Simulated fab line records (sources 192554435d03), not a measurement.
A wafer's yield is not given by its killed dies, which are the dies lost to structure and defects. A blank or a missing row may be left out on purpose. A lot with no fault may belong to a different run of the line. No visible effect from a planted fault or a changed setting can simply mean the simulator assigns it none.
Problem report, 8D (eight disciplines) form, completed by code	flow n5-finfet	the parts of the form that need people (team, actions taken, sign-off) are left out
Where a reading is given only as a bound, like >300, the bound stands for it, and a mean or a difference that rests on one is marked > or <: the true number lies beyond.

## 1. WHAT WENT WRONG
raw-defect-count at N5_PASSIVATION_INSPECT_61 reads a mean of >300 on 2 wafers of 2 lots; wafers without a fault read 2.1 with a standard deviation of 1.3. So: +99 or more standard deviations from the usual mean.
The step: inspects for defects (macro).
First observed at day 13 11:47: wafer L388.4, on defect-inspect-01. The record has a number at this step for 33 wafers belonging to 11 lots. Rule for "out" (also "out of limits"): further than 4 standard deviations from the usual mean. Any other wafer with a number is counted as sound.

## 2. WHAT IT IS AND WHAT IT IS NOT
question	is	is not
which readings at this step	raw-defect-count	-
which lots	L388, L390	L385, L386, L398, L400, L401, L402, L405, L406, L407
which wafers of those lots	L388.4, L390.3	L388.1, L388.3, L390.2, L390.6
read on which gauges	defect-inspect-01	defect-inspect-02
when	from day 13 11:47	up to then (8 sound wafers); but 23 sound wafers of L390, L398, L400, L401, L402, L405, L406, L407 came after

## 3. THE SUSPECTS, EACH WITH WHAT RULES IT OUT
Counting: any tool at a process step up to the reading remains a suspect provided it ran every lot that is out. Sound lots after the first of them don't rule it out here, since some wafers of a struck lot are sound.
- ruled out: the gauge at N5_PASSIVATION_INSPECT_61. All the wafers that are out were read on defect-inspect-01, but those of them that N5_PASSIVATION_PROBE_49 has rows for are out there too, on other tools.
- pecvd-03 at N5_PASSIVATION_PECVD_55 (deposits SiO2 from SiH4/N2O, target thk 400 nm, time 22.5 s): kept. It processed each lot that is out (first: L388, day 13 10:11); up to then, its last sound lot is L386 (day 13 01:44).
- In pecvd-03 at N5_PASSIVATION_PECVD_55, the wafers that are out were processed in chamber 0 and their sound lot-mates in chambers 1, 2.
Left after counting: pecvd-03 at N5_PASSIVATION_PECVD_55.

## 4. THE CAUSE (what the simulator had put in)
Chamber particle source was pecvd-03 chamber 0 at N5_PASSIVATION_PECVD_55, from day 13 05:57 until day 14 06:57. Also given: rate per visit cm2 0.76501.
Only this tool survived the counting.

## 5. SEQUENCE OF EFFECTS, ordered by route
Each row: a reading where the mean over the struck wafers with a number is more than 3 standard deviations away from the usual. Only readings for which the record gives a usual standard deviation are gone through. hours: the time from each lot's start at the first step in this table that gives one to its start at this step, as a median over the lots. sigmas: the change in usual standard deviations.
hours	step	reading	usual	on struck wafers	change	sigmas
0	N5_PASSIVATION_INSPECT_61	raw-defect-count	2.1	>300	>+298	+99 or more
7	N5_PASSIVATION_PROBE_49	defect-limited-yield	91.2 %	82.0	-9.2	-6.6
7	N5_PASSIVATION_PROBE_49	killed-at-other	4	124	+120	+35
7	N5_PASSIVATION_PROBE_49	killed-dies	103	213	+110	+6.5
7	N5_PASSIVATION_PROBE_49	sort_bin_5_function	5.1 %	11.7	+6.6	+7.4
7	N5_PASSIVATION_PROBE_49	sort-n-pass	1077	967	-110	-6.5
7	N5_PASSIVATION_PROBE_49	sort-yield-pct	91.2 %	82.0	-9.2	-6.6
The process steps in it:
- N5_PASSIVATION_PROBE_49

## 6. WHAT WOULD HAVE CAUGHT IT SOONER
6 hours passed between the start of the fault at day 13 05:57 and the first reading out of limits at a measuring or inspecting step in this record, taken at day 13 11:47.
No tool reading at N5_PASSIVATION_PECVD_55 that has a usual standard deviation in the record was out on any struck wafer, so an alarm limit of 4 standard deviations on those readings would not have fired.
L390, from the lots that are out (2), started N5_PASSIVATION_PECVD_55 on pecvd-03 later than day 13 11:47. Putting the tool on hold at that point would have spared it.
